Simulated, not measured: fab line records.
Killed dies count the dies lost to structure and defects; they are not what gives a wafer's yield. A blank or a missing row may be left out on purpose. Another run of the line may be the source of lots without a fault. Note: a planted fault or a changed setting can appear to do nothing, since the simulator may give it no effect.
Comparing a struck lot with a sound one	flow nandHarc	15 steps out of a route of 1302
Sound: the wafers L280.4, L280.5, L280.6. Struck: wafers L278.3, L278.6 (left out: L278.5, a lot-mate that was not struck); the cause follows at the end.
Order at every step that has rows: each side's tool, ch and its chambers, its first start. Under that, the readings that differ: sound wafers	struck wafers	difference of the means	sigmas: that difference in standard deviations of wafers without a fault.
alike: words and numbers the same on both sides, and readings whose means are apart by under 2 such deviations; not compared: readings that were withheld, readings missing a value for some wafer, numbers with overlapping values and no deviation given by the record, and bounds like >300 which may hide the same value.
A row with sigmas, a row that says differs or no value, or rows on one side alone: a step with any of these is where the two part. Non-overlapping numbers with no deviation appear without sigmas and do not part them. Lack of a reading on every wafer of one side parts them only where that side has two or more wafers.

first, 1 step without rows for these wafers: NHARC_P_GATE_DESCUM_31 (chemistry O2, time 3 s).
NHARC_P_GATE_ETCH_104: etches the open film in CF4/CHF3, target depth 60 nm.
  sound on rieDiel-03 ch 1,2, day 11 05:16; struck on rieDiel-03 ch 2,3, day 10 06:16
  alike: drypumpMotorCurrentA, oesProductAu, rfVppV, showerheadPlenumPTorr, throttleValvePct
then, 2 steps without rows for these wafers: NHARC_P_GATE_HM_OPEN_105 (chemistry O2/COS, target depth 360 nm); NHARC_P_GATE_STRIP_106 (strips in O2/COS).
NHARC_P_GATE_ETCH_114: etches the open film in CF4/O2, target depth 30 nm, overetch 3 nm, time 16.5 s.
  sound on rieDiel-03 ch 1,2,3; struck on rieDiel-03 ch 2
  alike: drypumpMotorCurrentA, oesProductAu, rfVppV, showerheadPlenumPTorr, throttleValvePct
  not compared: rfHoursCounterH
NHARC_P_GATE_ETCH_32: etches the open film in HBr/Cl2, target depth 150 nm, time 100.1 s.
  sound on rieSi-06 ch 1,2, day 11 05:38; struck on rieSi-06 ch 0,1, day 10 06:38
  alike: drypumpMotorCurrentA, oesProductAu, throttleValvePct
  not compared: rfHoursCounterH
NHARC_P_GATE_STRIP_108: strips in O2.
  sound on rieDiel-02 ch 0,3, day 11 05:48; struck on rieDiel-03 ch 0,2, day 10 06:50
  alike: drypumpMotorCurrentA, oesProductAu, rfVppV, showerheadPlenumPTorr, throttleValvePct
  not compared: rfHoursCounterH
NHARC_P_GATE_CD_MEAS_33:
  sound on cdSem-01 at day 11 05:59; struck on cdSem-01 at day 10 06:59
  alike: cdNm
then, 3 steps without rows for these wafers: NHARC_P_GATE_STRIP_35 (strips in SPM, time 600 s); NHARC_P_GATE_PRECLEAN_73 (cleans in SC1); NHARC_P_GATE_SRD_74.
NHARC_P_GATE_ALD_36: deposits SiNx, target thk 20 nm, pulse time 60 s, ald cycles 223.
  sound on aldSin-04 ch 0,1,3, day 11 08:36; struck on aldSin-02 ch 0,1, day 10 07:26
  alike: heaterPowerW, precursorPulseHeightRel
NHARC_P_GATE_ETCHBACK_37: etches the open film in CHF3/O2, target depth 34.5 nm, time 17.2 s.
  sound on rieDiel-02 ch 0,3, day 11 16:05; struck on rieDiel-03 ch 2, day 10 19:07
reading	sound	struck	difference	sigmas
oesProductAu (a.u.)	0.912 0.911 0.938	0.805 0.801	-0.117	-4
  alike: drypumpMotorCurrentA, rfVppV, showerheadPlenumPTorr, throttleValvePct
  not compared: rfHoursCounterH
then, 1 step without rows for these wafers: NHARC_P_GATE_STRIP_101 (strips in O2, time 20 s).
-- record jumps: 20 days between struck wafers' starts before vs after; left off in module P_GATE, resumes in module END, first step shown is number 1302 of the route --
NHARC_END_SORT_01:
  sound on prober-02 ch 0, day 30 18:01; struck on prober-02 ch 0, day 31 01:02
  alike: killedAtArray, killedAtOther, killedAtPeriphery, killedDies, killedOpen, killedShort

== WHERE THEY PART ==
Within this record, at NHARC_P_GATE_ETCHBACK_37 only. Later steps at which nothing parts them and some readings are alike: NHARC_END_SORT_01.

WHY: what had been put in by the simulator
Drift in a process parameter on rieDiel-03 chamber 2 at NHARC_P_GATE_ETCHBACK_37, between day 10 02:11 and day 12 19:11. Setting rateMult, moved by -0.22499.
